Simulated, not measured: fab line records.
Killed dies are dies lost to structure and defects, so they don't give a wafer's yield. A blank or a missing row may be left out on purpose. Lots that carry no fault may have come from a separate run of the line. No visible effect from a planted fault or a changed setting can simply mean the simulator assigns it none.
Problem report in the 8D (eight disciplines) form, filled by code	flow nand-harc	the parts of the form that need people (team, actions taken, sign-off) are left out

## 1. THE PROBLEM
Wafers without a fault read 3.1, standard deviation 2.2; killed-at-periphery at NHARC_END_SORT_01 reads a mean of 110.5 on 4 wafers belonging to 3 lots. That is +49 standard deviations from the usual mean.
The first sign was on wafer L607.2 at day 20 19:28, on prober-01. The record has a number at this step for 24 wafers belonging to 8 lots. The rule behind "out" and "out of limits": a value lying over 4 standard deviations away from the usual mean. Any other wafer with a number is counted as sound.

## 2. WHAT IT IS; WHAT IT IS NOT
question	is	is not
which readings at this step	killed-at-periphery, defect-limited-yield, killed-dies, sort_bin_2_pct, sort_bin_3_pct, sort-n-pass, sort-yield-pct	killed-at-array, killed-at-other, killed-open, killed-short, sort-rim-yield-pct
which lots	L607, L608, L611	L606, L613, L614, L615, L616
which wafers of those lots	L607.2, L607.6, L608.6, L611.1	L607.5, L608.2, L608.5, L611.5, L611.6
read on which gauges	prober-01, prober-02	-
when	from day 20 19:28	up to then (3 sound wafers); but 17 sound wafers of L607, L608, L611, L613, L614, L615, L616 came after

## 3. SUSPECTS, AND WHAT RULES EACH OUT
Counting: a tool at a process step up to the reading stays a suspect if it ran every lot that is out. Sound lots after the first of them don't rule it out here, since some wafers of a struck lot are sound.
- the gauge at NHARC_END_SORT_01 is ruled out. The wafers that are out were read on 2 gauges (prober-01, prober-02).
- pecvd-03 at NHARC_P_M2_DEP_33 (deposits SiCN, target thk 30 nm): kept. Every lot that is out went through it, the first being L607 (day 7 10:01); the last sound lot it ran before that was L606 (day 7 09:16).
- At NHARC_P_M2_DEP_33, inside pecvd-03: chamber 1 took the wafers that are out, while their sound lot-mates went through chambers 0, 2.
The count leaves pecvd-03 at NHARC_P_M2_DEP_33.

## 4. THE CAUSE (what the simulator had put in)
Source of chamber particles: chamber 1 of pecvd-03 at NHARC_P_M2_DEP_33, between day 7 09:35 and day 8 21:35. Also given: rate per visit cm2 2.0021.
Only this tool survived the counting.

## 5. THE EFFECT CHAIN, in route order
Rows list readings where the struck wafers' mean (over those with a number) sits beyond 3 standard deviations from the usual. Scope: only readings with a usual standard deviation given in the record; hours: median across lots of the time from each lot's start at the first step in this table that gives one to its start at this step; sigmas: change in usual standard deviations.
hours	step	reading	usual	on struck wafers	change	sigmas
0	NHARC_END_SORT_01	defect-limited-yield	95.4 %	80.0	-15.4	-8.6
0	NHARC_END_SORT_01	killed-at-periphery	3.1	110.5	+107.4	+49
0	NHARC_END_SORT_01	killed-dies	31	136	+105	+8.7
0	NHARC_END_SORT_01	sort_bin_2_pct	1.5 %	7.1	+5.6	+7.7
0	NHARC_END_SORT_01	sort_bin_3_pct	0.27 %	6.20	+5.93	+27
0	NHARC_END_SORT_01	sort_bin_4_pct	2.9 %	6.7	+3.8	+3.5
0	NHARC_END_SORT_01	sort-n-pass	646	541	-105	-8.7
0	NHARC_END_SORT_01	sort-yield-pct	95.4 %	80.0	-15.4	-8.6

## 6. HOW IT WOULD HAVE BEEN CAUGHT EARLIER
The first out-of-limits reading at a measuring or inspecting step in this record came at day 20 19:28, 322 hours after the fault's start at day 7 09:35.
An alarm limit of 4 standard deviations would not have fired on the tool readings at NHARC_P_M2_DEP_33 for which the record gives a usual standard deviation, since none of them was out on any struck wafer.
By day 20 19:28, every lot that is out (3) had started NHARC_P_M2_DEP_33 on pecvd-03. A hold on the tool at that time would have spared none of them.
